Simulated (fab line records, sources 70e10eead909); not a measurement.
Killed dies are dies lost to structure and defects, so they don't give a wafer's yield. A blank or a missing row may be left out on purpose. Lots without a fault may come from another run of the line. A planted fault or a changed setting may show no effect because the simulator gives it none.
Which tool did it? | flow nand_harc | 10 lots, 30 wafers sampled, at 4 steps of a route of 1159

WHAT THE GAUGES READ, wafer by wafer
NHARC_END_SORT_01.
lot  | measured     | on        | killed_short
L590 | day 20 15:05 | prober-01 | 2 1 1
L592 | day 20 05:38 | prober-01 | 4 0 2
L600 | day 22 04:09 | prober-01 | 9 4 4
L603 | day 23 22:35 | prober-02 | 1 2 4
L605 | day 23 17:59 | prober-01 | 1 5 1

WHICH TOOL RAN EACH LOT (tool, then ch and the chambers of the sampled wafers, then the start)
lot  | NHARC_P_BONDPAD_ETCH_24                      | NHARC_P_BONDPAD_DEGAS_25     | NHARC_P_BONDPAD_PVD_17
L586 | rie_diel-05 ch 0,2,3, day 6 10:11 or earlier | pvd_sputter-02, day 6 10:11  | pvd_sputter-02, day 6 10:17
L587 | rie_diel-02 ch 1,2,3, day 6 12:05 or earlier | pvd_sputter-01, day 6 12:05  | pvd_sputter-01, day 6 12:13
L588 | rie_diel-02 ch 0,1,2, day 6 23:41 or earlier | pvd_sputter-02, day 6 23:41  | pvd_sputter-02, day 6 23:49
L589 | rie_diel-03 ch 0,1,3, day 7 03:07 or earlier | pvd_sputter-02, day 7 03:07  | pvd_sputter-02, day 7 03:13
L590 | rie_diel-05 ch 1,2, day 7 15:37 or earlier   | pvd_sputter-02, day 7 15:37  | pvd_sputter-02, day 7 15:44
L591 | rie_diel-02 ch 0,1,3, day 7 16:32 or earlier | pvd_sputter-03, day 7 16:32  | pvd_sputter-03, day 7 16:40
L592 | rie_diel-03 ch 0,1,2, day 7 23:50 or earlier | pvd_sputter-02, day 7 23:50  | pvd_sputter-02, day 7 23:56
L600 | rie_diel-03 ch 0,2,3, day 9 23:26 or earlier | pvd_sputter-03, day 9 23:26  | pvd_sputter-03, day 9 23:35
L603 | rie_diel-02 ch 0,3, day 10 20:08 or earlier  | pvd_sputter-02, day 10 20:08 | pvd_sputter-02, day 10 20:15
L605 | rie_diel-05 ch 1,2, day 11 00:49 or earlier  | pvd_sputter-01, day 11 00:49 | pvd_sputter-01, day 11 00:56
- NHARC_P_BONDPAD_ETCH_24: etches the open film in CF4/N2, target depth 30 nm, time 72.99 s.
- NHARC_P_BONDPAD_DEGAS_25: time 60 s.
- NHARC_P_BONDPAD_PVD_17: deposits TaN, target thk 5 nm, time 8.06 s.

THE ANSWER, worked out from the rows above alone
Rule: what is usual is taken from the lots themselves. Put in order of their means at a reading, lots are off if they are a third of the lots or fewer, leave a main group of 4 or more, and stand apart from it by a gap of 3 or more times the standard deviation of the main group's means; of several such gaps the widest counts. A main group whose means are all the same, to the digits that the tables above print for the reading, isn't used. A lot without any number at a reading at which 4 lots or more have one is off too. The other lots that the step has rows for count as sound.
Off: L600, at NHARC_END_SORT_01 (killed_short). The main group: mean 2.0, standard deviation 0.41. Neither off nor sound, because the step has no rows for them: L586, L587, L588, L589, L591.
A tool fits if, at a process step before that reading, it ran every lot that is off, and no sound lot after the first of them. The gauges at NHARC_END_SORT_01 are tried like those tools. NHARC_P_BONDPAD_ETCH_24 gives no start for some lots, so the hours and the order of its lots are those of NHARC_P_BONDPAD_DEGAS_25. Can't be told from this: 2 tools fit, rie_diel-03 at NHARC_P_BONDPAD_ETCH_24, pvd_sputter-03 at NHARC_P_BONDPAD_DEGAS_25 and NHARC_P_BONDPAD_PVD_17.

WHAT THE SIMULATOR HAD PUT IN
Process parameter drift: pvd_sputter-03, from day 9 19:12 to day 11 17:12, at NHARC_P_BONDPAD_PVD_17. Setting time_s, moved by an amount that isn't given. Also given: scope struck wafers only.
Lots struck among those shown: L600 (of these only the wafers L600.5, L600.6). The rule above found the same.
